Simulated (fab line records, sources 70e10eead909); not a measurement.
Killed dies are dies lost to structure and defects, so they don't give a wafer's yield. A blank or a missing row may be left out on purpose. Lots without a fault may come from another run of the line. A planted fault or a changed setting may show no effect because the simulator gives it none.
One fault seen from 2 desks | flow nand_harc | each desk has only its own numbers; what lay behind them comes last

THE DEFECT DESK
What the inspections along the route counted, lot by lot: means of the sampled wafers that have a number. A lot is out of limits, marked OUT, if its mean lies more than 4 standard deviations from the usual mean; the brackets give that distance.
Columns: A = raw_defect_count at NHARC_A_CHANNEL_HOLE_D1_INSPECT_40, usual 78
lot  | first seen here | A
L616 | day 8 14:07     | 115
L617 | day 9 06:37     | 55
L621 | day 11 00:30    | 317 (+8.5) OUT
L622 | day 11 10:05    | 315 (+8.5) OUT
L631 | day 14 20:02    | 102
L630 | day 15 00:11    | 104
L633 | day 15 17:49    | 121
L634 | day 16 08:15    | 112
L635 | day 16 12:55    | 89
L637 | day 17 14:27    | 74
L639 | day 18 14:30    | 32
This desk's finding: out of limits on L621, L622; first on L621, day 11 00:30 (raw_defect_count at NHARC_A_CHANNEL_HOLE_D1_INSPECT_40). In limits: L616, L617, L631, L630, L633, L634, L635, L637, L639.

THE TOOL OWNER'S DESK: rie_diel-02
The tool's own readings at NHARC_A_CHANNEL_HOLE_D1_ETCH_39 (etches the open film in N2/H2, target depth 260 nm, time 325 s): means of the sampled wafers that have a number, for each lot that ran on this tool. A lot is out of limits, marked OUT, if its mean lies more than 4 standard deviations from the usual mean; the brackets give that distance.
Columns: A = drypump_motor_current_A at NHARC_A_CHANNEL_HOLE_D1_ETCH_39, usual 5.5 A; B = oes_product_au at NHARC_A_CHANNEL_HOLE_D1_ETCH_39, usual 0.999 a.u.; C = rf_vpp_V at NHARC_A_CHANNEL_HOLE_D1_ETCH_39, usual 430.5 V; D = showerhead_plenum_p_Torr at NHARC_A_CHANNEL_HOLE_D1_ETCH_39, usual 2.04 Torr; E = throttle_valve_pct at NHARC_A_CHANNEL_HOLE_D1_ETCH_39, usual 14.172 %
lot  | first seen here | A   | B     | C     | D    | E
L617 | day 8 21:36     | 5.3 | 0.987 | 431.0 | 2.04 | 14.177
L621 | day 10 17:50    | 5.7 | 1.005 | 430.5 | 2.06 | 14.174
L622 | day 11 02:02    | 5.4 | 1.009 | 429.8 | 2.04 | 14.167
L631 | day 14 13:09    | 5.4 | 1.000 | 430.0 | 2.04 | 14.183
L630 | day 14 15:08    | 5.6 | 0.991 | 429.9 | 2.03 | 14.175
L634 | day 16 01:14    | 5.5 | 0.994 | 430.7 | 1.99 | 14.167
L635 | day 16 06:12    | 5.4 | 0.991 | 430.0 | 2.04 | 14.175
L637 | day 17 07:42    | 5.4 | 0.999 | 430.6 | 2.07 | 14.166
L639 | day 18 07:46    | 5.6 | 1.002 | 432.5 | 2.10 | 14.172
This desk's finding: nothing out of limits on any of the 9 lots.

PUT TOGETHER
The defect desk could have raised an alarm at day 11 00:30, on L621, L622.
The tool owner's desk saw nothing out of limits.
The tool owner's desk has L621, L622 on record, within its limits.
Of the lots named, all ran NHARC_A_CHANNEL_HOLE_D1_ETCH_39 on rie_diel-02.

WHAT THE SIMULATOR HAD PUT IN
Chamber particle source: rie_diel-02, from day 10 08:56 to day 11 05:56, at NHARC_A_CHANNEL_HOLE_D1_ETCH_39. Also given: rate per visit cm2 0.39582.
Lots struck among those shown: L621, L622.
Hours from the fault's start to each desk's first reading out of limits: the defect desk, 16.
